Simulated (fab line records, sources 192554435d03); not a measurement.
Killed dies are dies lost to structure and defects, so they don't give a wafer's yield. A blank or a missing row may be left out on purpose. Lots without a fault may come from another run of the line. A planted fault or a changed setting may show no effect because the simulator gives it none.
Chamber matching | flow n5_finfet | N5_BEOL_M6_PECVD_70 on pecvd-02: 3 sister chambers
The step deposits SiO2 from TEOS/O2, target thk 20 nm, time 22.7 s. 6 wafers are shown with their chamber, then 7 later ones without.

WAFERS WITH THEIR CHAMBER
wafer  | chamber | throttle_valve_pct (%) | showerhead_plenum_p_Torr (Torr)
L080.3 | 1       | 20.9                   | 8.75
L083.3 | 2       | 21.2                   | 8.76
L088.5 | 1       | 20.9                   | 8.75
L088.6 | 0       | 23.7                   | 8.70
L089.1 | 0       | 23.3                   | 8.70
L089.3 | 2       | 21.1                   | 8.77

WAFERS WITHOUT THEIR CHAMBER
wafer  | throttle_valve_pct (%) | showerhead_plenum_p_Torr (Torr)
L089.4 | 20.4                   | 8.73
L095.2 | 21.2                   | 8.77
L095.3 | 23.6                   | 8.69
L095.5 | 21.5                   | 8.78
L097.4 | 23.6                   | 8.69
L097.5 | 20.6                   | 8.72
L097.6 | 21.2                   | 8.79

WHICH CHAMBER EACH WENT THROUGH
wafer  | from the rows above | in truth
L089.4 | 1                   | 1
L095.2 | 2                   | 2
L095.3 | 0                   | 0
L095.5 | 2                   | 2
L097.4 | 0                   | 0
L097.5 | 1                   | 1
L097.6 | 2                   | 2
Placed correctly: 7 of 7. Can't be placed from these rows: 0. Placed wrongly: 0.
How it was worked out, from the rows above alone: a wafer's distance from a chamber is the root of the sum, over the readings, of the square of ((its reading less the chamber's mean) divided by the reading's scatter). The wafer belongs to the nearest chamber; if the next one is less than 2 further off, it can't be placed. A chamber's mean is the mean of its shown wafers. The scatter: the root of (the sum of the squares of (reading less its chamber's mean) over the shown wafers, divided by (wafers less chambers)).
